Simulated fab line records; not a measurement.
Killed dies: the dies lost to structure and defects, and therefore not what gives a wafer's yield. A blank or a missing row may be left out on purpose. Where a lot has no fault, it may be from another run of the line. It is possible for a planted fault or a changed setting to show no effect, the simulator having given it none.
Comparing a struck lot with a sound one / flow nand-harc / 22 steps out of a route of 1302
Sound: these wafers, L176.1, L176.3, L176.4. Struck: wafers L189.2, L189.3, L189.6. The cause is named last.
For every step that has rows: the tool of each side, followed by ch and its chambers, followed by its first start. Under that, the readings that differ: sound wafers / struck wafers / difference of the means / sigmas: that difference in standard deviations of wafers without a fault.
alike: readings whose means differ by less than 2 such deviations, and words and numbers that are the same on both sides. not compared: withheld readings, readings that some wafer has no value for, bounds like >300 that may hide the same value, and numbers for which the record gives no deviation and whose values overlap.
A row with sigmas, a row that says differs or no value, or rows on one side alone: a step with any of these is where the two part. Numbers that have no deviation but don't overlap get no sigmas and don't part them. Lack of a reading on every wafer of one side parts them only where that side has two or more wafers.

NHARC_P_CONTACT_CVD_23: deposits W, target thk 200 nm, time 557 s.
  sound: cvd-w-02 ch 0,1; struck: cvd-w-01 ch 0,1
reading=susceptor-temp-C (C); sound=299.83 299.89 299.80; struck=- - -; difference=no value on the struck wafers; sigmas=
  alike: chamber-pressure-Torr, heater-power-w, throttle-valve-pct
NHARC_P_CONTACT_CMP_24: polishes, t overpolish 30 s, target thk 200 nm.
  sound on cmp-02 ch 0,1,3, day 7 01:04; struck on cmp-02 ch 0,2,3, day 12 16:38
  alike: motor-current-A, overpolish-run-s, slurry-flow-ml-min, time-to-endpoint-s
following that, these wafers have no rows for 1 step: NHARC_P_CONTACT_SRD_26.
NHARC_P_CONTACT_INSPECT_27:
  sound: defect-inspect-01 at day 7 01:26; struck: defect-inspect-01 at day 12 17:01
reading=raw-defect-count; sound=672 724 692; struck=220 582 356; difference=-310; sigmas=-3
then, 7 steps without rows for these wafers: NHARC_P_M0_DEP_00 (deposits SiOC, target thk 150 nm); NHARC_P_M0_DEHYDRATE_01 (time 120 s); NHARC_P_M0_HMDS_02 (time 30 s); NHARC_P_M0_COAT_33 (time 65 s); NHARC_P_M0_COAT_03 (resist thk 90 nm); NHARC_P_M0_SOFTBAKE_04 (time 55 s); NHARC_P_M0_EBR_05.
NHARC_P_M0_EXPOSE_06: exposes mask P M0, target cd 90 nm.
  sound on arfi-scanner-01 ch 0, day 7 02:11; struck on arfi-scanner-02 ch 0, day 12 17:47
reading=exposure-dose-mJ-cm2; sound=81.34 81.37 81.29; struck=83.76 83.88 83.97; difference=+2.54; sigmas=+26
  alike: mask
then, 2 steps without rows for these wafers: NHARC_P_M0_PEB_07 (peb time 65 s); NHARC_P_M0_DEVELOP_08 (develop time 35 s).
NHARC_P_M0_CD_MEAS_09: the cd target is 90 nm.
  sound on cd-sem-01 ch 0, day 7 02:20; struck on cd-sem-03 ch 0, day 12 17:55
reading=cd-nm (nm); sound=90.0 89.1 89.1; struck=92.0 91.1 91.4; difference=+2.1; sigmas=+4
NHARC_P_M0_OVL_MEAS_10: pitch 180 nm.
  sound: overlay-01 at day 7 02:25; struck: overlay-02 at day 12 18:00
  alike: overlay-x-nm, overlay-y-nm
NHARC_P_M0_INSPECT_11:
  sound: defect-inspect-01 at day 7 02:27; struck: defect-inspect-02 at day 12 18:02
  alike: raw-defect-count
NHARC_P_M0_DESCUM_14: chemistry O2, time 3 s.
  sound on rie-diel-05 ch 0,1,2, day 7 02:31; struck on rie-diel-05 ch 1,2, day 12 18:06
reading=model.P_M0.cd-nm (nm); sound=89.74 88.48 88.67; struck=92.04 90.85 91.69; difference=+2.56; sigmas=
  alike: drypump-motor-current-A, oes-product-au, rf-vpp-V, showerhead-plenum-p-Torr, throttle-valve-pct
  not compared: rf-hours-counter-h
NHARC_P_M0_ETCH_34: etches the open film in N2/H2, target depth 40 nm, overetch 12 nm, time 43.94 s.
  sound on rie-diel-05 ch 0,2,3, day 7 02:37; struck on rie-diel-05 ch 0,1, day 12 18:11
reading=oes-product-au (a.u.); sound=1.001 1.000 1.004; struck=0.977 0.992 0.987; difference=-0.016; sigmas=-2
  alike: bias-w, drypump-motor-current-A, rf-vpp-V, showerhead-plenum-p-Torr, throttle-valve-pct
  not compared: rf-hours-counter-h
NHARC_P_M0_ETCH_15: etches the open film in C4F8/Ar, target depth 150 nm, overetch 15 nm, time 82.5 s.
  sound: rie-diel-05 ch 0,1,3; struck: rie-diel-05 ch 0,3
reading=model.P_M0.cd-nm (nm); sound=89.78 88.24 88.41; struck=92.08 90.87 91.52; difference=+2.68; sigmas=
  alike: bias-w, oes-product-au, rf-vpp-V
  not compared: rf-hours-counter-h
NHARC_P_M0_CD_MEAS_16:
  sound: cd-sem-01 at day 7 02:49; struck: cd-sem-01 at day 12 18:24
reading=cd-nm (nm); sound=90.0 88.3 88.6; struck=92.1 90.9 91.8; difference=+2.6; sigmas=+4
-- record jumps: 18 days between struck wafers' starts before vs after; left off in module P_M0, resumes in module END, first step shown is number 1302 of the route --
NHARC_END_SORT_01:
  sound on prober-01 ch 0, day 24 23:23; struck on prober-01 ch 0, day 30 23:26
reading=defect-limited-yield (%); sound=96.5 95.6 95.7; struck=91.0 87.1 88.9; difference=-6.9; sigmas=-3
reading=killed-at-array; sound=21 23 22; struck=52 73 68; difference=+42; sigmas=+3
reading=killed-dies; sound=24 30 29; struck=61 87 75; difference=+47; sigmas=+3
reading=sort_bin_2_pct (%); sound=0.7 1.0 2.1; struck=2.7 4.7 4.0; difference=+2.5; sigmas=+2
reading=sort_bin_4_pct (%); sound=2.7 3.1 1.9; struck=5.3 7.4 6.2; difference=+3.7; sigmas=+3
reading=sort-n-pass; sound=653 647 648; struck=616 590 602; difference=-47; sigmas=-3
reading=sort-yield-pct (%); sound=96.5 95.6 95.7; struck=91.0 87.1 88.9; difference=-6.9; sigmas=-3
  alike: killed-at-other, killed-at-periphery, killed-open, killed-short, sort_bin_3_pct, sort-rim-yield-pct

== WHERE THEY PART ==
Last at NHARC_END_SORT_01 as far as this record goes, first at NHARC_P_CONTACT_CVD_23.

WHY: the cause the simulator had injected
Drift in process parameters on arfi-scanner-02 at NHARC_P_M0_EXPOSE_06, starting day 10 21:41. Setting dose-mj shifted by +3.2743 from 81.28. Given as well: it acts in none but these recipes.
